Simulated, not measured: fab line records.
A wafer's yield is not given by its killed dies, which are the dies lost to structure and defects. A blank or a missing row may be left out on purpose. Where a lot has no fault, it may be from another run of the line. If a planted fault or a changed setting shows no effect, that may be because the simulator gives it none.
Comparing a struck lot with a sound one :: flow n5 finfet :: 15 out of 1938 route steps
Sound: the wafers L951.1, L951.4, L951.6. Struck: wafer L948.2 (L948.1, L948.6, from the same lot, were not struck and are left out); the cause is given at the end.
Per side, at each step with rows, come the tool, then ch with its chambers, and then its first start. Under that, the readings that differ: sound wafers :: struck wafers :: difference of the means :: sigmas: that difference in standard deviations of wafers without a fault.
alike: same words and numbers on both sides, and readings whose means sit less than 2 such deviations apart. not compared: any withheld reading, any reading some wafer has no value for, any bound like >300 that may hide the same value, and any number with overlapping values for which the record gives no deviation.
Wherever a step has rows on one side only, a row that says differs or no value, or a row with sigmas, the two part there. Numbers that don't overlap but have no deviation are shown without sigmas and don't part them. Lack of a reading on every wafer of one side parts them only where that side has two or more wafers.

first, 7 steps without rows for these wafers: N5_BEOL_M12_COAT_22 (resist thk 300 nm); N5_BEOL_M12_EBR_24; N5_BEOL_M12_SOFTBAKE_23 (time 60 s); N5_BEOL_M12_EXPOSE_25 (exposes mask M12); N5_BEOL_M12_PEB_26 (peb time 90 s); N5_BEOL_M12_DEVELOP_27 (develop time 45 s); N5_BEOL_M12_HARDBAKE_32 (time 120 s).
N5_BEOL_M12_CD_MEAS_28: target cd 160.2 nm.
  sound on cd sem-03 ch 0, day 13 02:42; struck on cd sem-03 ch 0, day 12 09:16
  alike: cd nm
N5_BEOL_M12_OVL_MEAS_29:
  sound on overlay-01 ch 0, day 13 02:44; struck on overlay-02 ch 0, day 12 09:18
  alike: M12_OVL
N5_BEOL_M12_INSPECT_30: inspects for defects (macro).
  sound on defect inspect-01, day 13 02:46; struck on defect inspect-01, day 12 09:19
  alike: raw defect count
N5_BEOL_M12_DESCUM_33: chemistry O2, time 7.9 s.
  sound on rie diel-02 ch 0,3, day 13 03:02; struck on rie diel-06 ch 0, day 12 09:22
  alike: bias power w, drypump motor current A, oes product au, rf vpp V, showerhead plenum p Torr, throttle valve pct
  not compared: rf hours counter h
N5_BEOL_M12_ETCH_67: etches SiARC in CF4, target depth 143 nm, time 238.3 s.
  sound on rie diel-02 ch 0,3, day 13 03:04; struck on rie diel-06 ch 0, day 12 09:23
  alike: drypump motor current A, etch rf on time s, oes product au, rf vpp V, showerhead plenum p Torr, throttle valve pct
  not compared: rf hours counter h
N5_BEOL_M12_ETCH_68: etches SOC in N2/H2, time 285 s.
  sound on rie diel-02 ch 0,3, day 13 03:13; struck on rie diel-06 ch 0, day 12 09:32
reading: oes product au (a.u.)
sound: 0.80 0.99 0.81
struck: 1.09
difference: +0.22
sigmas: +2

reading: model.SiARC_of_BEOL_M12_COAT_66.thk nm (nm)
sound: 86.2 84.6 85.4
struck: 77
difference: -8
sigmas: 
  alike: drypump motor current A, rf vpp V, showerhead plenum p Torr, throttle valve pct
  not compared: rf hours counter h
then, 1 step without rows for these wafers: N5_BEOL_M12_STRIP_69 (strips in N2/H2).
N5_PASSIVATION_PROBE_49:
  sound on prober-01, day 14 13:47; struck on prober-02, day 14 01:54
reading: killed at front end
sound: 45
struck: 14
difference: -31
sigmas: -2

reading: killed at other
sound: 2
struck: 10
difference: +8
sigmas: +4
  alike: defect limited yield, killed_at_M0_to_M3, killed_at_M4_up, killed at contacts, killed dies, killed open, killed short, sort_bin_5_function, sort_bin_6_memory, sort_bin_8_speed, sort n pass, sort yield pct

== WHERE THEY PART ==
First at N5_BEOL_M12_ETCH_68; last, within this record, at N5_PASSIVATION_PROBE_49.

WHY: what had been put in by the simulator
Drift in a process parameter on rie diel-06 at N5_BEOL_M12_ETCH_68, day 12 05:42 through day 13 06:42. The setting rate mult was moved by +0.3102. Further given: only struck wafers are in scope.
